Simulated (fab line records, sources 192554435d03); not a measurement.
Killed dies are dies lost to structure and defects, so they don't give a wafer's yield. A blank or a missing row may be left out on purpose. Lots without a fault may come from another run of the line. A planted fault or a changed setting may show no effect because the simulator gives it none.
Split-lot experiment | flow n5_finfet | 7 lots, 21 wafers read, on a route of 1938 steps

THE SPLIT
At N5_BEOL_M11_TRENCH_ETCH_37 (etches SiCOH lowk in C4F6/O2, target depth 148.83 nm, time 48 s), the setting source_w was moved away from the recipe's 345 W on 8 of the 21 wafers read, by -17.6% to +17.3%. The other wafers ran this setting at the recipe's value.

FROM THE SPLIT TO THE READING: what the file shows between them, 8 steps
- N5_BEOL_M11_ETCH_41: etches SiCN in CH3F/O2, target depth 42.6 nm, time 86 s
- N5_BEOL_M11_STRIP_77: strips in N2/H2, time 10 s
- N5_BEOL_M11_OCD_MEAS_38
- N5_BEOL_M11_CURE_72: cures SiCOH lowk, time 120 s (also split here: time_s)
- N5_BEOL_M11_DEGAS_44: time 60 s
- N5_BEOL_M11_PRE_CLEAN_45: time 30 s
- N5_BEOL_M11_ANNEAL_51: time 90 s
- N5_BEOL_M11_CMP_52: polishes, stops on SiCOH lowk, t overpolish 7 s, target thk 140 nm

THE READING
M11_THK, in nm, at N5_BEOL_M11_THK_MEAS_53 (measures by xrf). Fault-free wafers of this fab line usually give 139 nm, standard deviation 3.3 nm.

wafer  | tool, chamber at the split | source_w as run, W | against the recipe | M11_THK, nm | against lot-mates on the recipe
L079.2 | rie_diel-01, 0             | 345                | recipe             | 142         | -
L079.3 | rie_diel-01, 3             | 345                | recipe             | 145         | -
L079.4 | rie_diel-01, 1             | 284.2              | -17.6%             | 132         | -12
L084.2 | rie_diel-02, 2             | 345                | recipe             | 145         | -
L084.3 | rie_diel-02, 1             | 300.8              | -12.8%             | 134         | -11
L084.5 | rie_diel-02, 2             | 300.8              | -12.8%             | 137         | -8
L089.3 | rie_diel-03, 1             | 404.7              | +17.3%             | 144         | +6
L089.5 | rie_diel-03, 0             | 345                | recipe             | 139         | -
L089.6 | rie_diel-03, 1             | 345                | recipe             | 136         | -
L092.1 | rie_diel-02, 1             | 345                | recipe             | 145         | -
L092.2 | rie_diel-02, 3             | 401.5              | +16.4%             | 153         | +8
L092.5 | rie_diel-02, 1             | 401.5              | +16.4%             | 156         | +11
L093.1 | rie_diel-03, 0             | 377.9              | +9.5%              | 139         | +5
L093.4 | rie_diel-03, 2             | 377.9              | +9.5%              | 140         | +6
L093.6 | rie_diel-03, 0             | 345                | recipe             | 134         | -
L096.2 | rie_diel-03, 1             | 345                | recipe             | 136         | -
L096.3 | rie_diel-03, 3             | 345                | recipe             | 144         | -
L096.5 | rie_diel-03, 1             | 345                | recipe             | 136         | -
L097.1 | rie_diel-03, 0             | 345                | recipe             | 141         | -
L097.4 | rie_diel-03, 3             | 345                | recipe             | 146         | -
L097.6 | rie_diel-03, 0             | 345                | recipe             | 140         | -

THE FIT
A straight line over all 21 wafers: M11_THK changes by +0.469 nm for each +1% of source_w; r = +0.69; the points scatter about the line by 4.5 nm.
The same after taking each lot's own level away (the mean of its wafers on the recipe; 21 wafers): +0.595 nm for each +1%; r = +0.92; scatter 2.3 nm.
On that fit, the largest move of source_w shifts the reading by 10 nm.
The lots' own levels span 134.0 to 145.0 nm, that is 3.3 times the standard deviation above.
So the lot-to-lot level blurs the effect unless lot-mates are compared.
Check: with one of the wafers moved furthest among these (-17.6%) left out of the fit, the line predicts -10.7 nm for it against its lot-mates. It came out at -11.5 nm against them.
Tool readings at the split's step, against how far the setting was moved: rf_vpp_V r = -0.92.

OTHER SPLITS ON THESE WAFERS
These wafers also went through other splits before the reading. Each is held against what the fit with the lots' levels taken away leaves over:
other split on the same wafers | wafers away from the commonest value | r with M11_THK (lot level and that fit taken away)
N5_BEOL_M5_COAT_22 spin_rpm    | 10                                   | -0.02
N5_BEOL_M7_ETCH_66 bias_w      | 7                                    | -0.08
N5_BEOL_M8_DEP_56 time_s       | 6                                    | +0.01
N5_BEOL_M11_CURE_72 time_s     | 9                                    | +0.00

THE WHOLE CHAIN: every reading that the file lists as answering this split, in the file's order
step                       | what it does                                                    | reading                                                                    | change (the file's fit)               | r (the file's)
N5_BEOL_M11_TRENCH_ETCH_37 | etches SiCOH lowk in C4F6/O2, target depth 148.83 nm, time 48 s | rf_vpp_V                                                                   | -3.14 V for each +1% of the setting   | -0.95
N5_BEOL_M11_TRENCH_ETCH_37 | etches SiCOH lowk in C4F6/O2, target depth 148.83 nm, time 48 s | etch.depth_nm (the simulator's own value, which no gauge read)             | +0.518 nm for each +1% of the setting | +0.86
N5_BEOL_M11_TRENCH_ETCH_37 | etches SiCOH lowk in C4F6/O2, target depth 148.83 nm, time 48 s | BEOL_M11.feature_depth_nm (the simulator's own value, which no gauge read) | +0.52 nm for each +1% of the setting  | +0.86
N5_BEOL_M11_OCD_MEAS_38    |                                                                 | trench_depth_nm                                                            | +0.492 nm for each +1% of the setting | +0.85
N5_BEOL_M11_THK_MEAS_53    | measures by xrf                                                 | M11_THK                                                                    | +0.549 for each +1% of the setting    | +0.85

THE FILE'S OWN FIT
M11_THK changes by +0.549 nm for each +1% of source_w, r = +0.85.
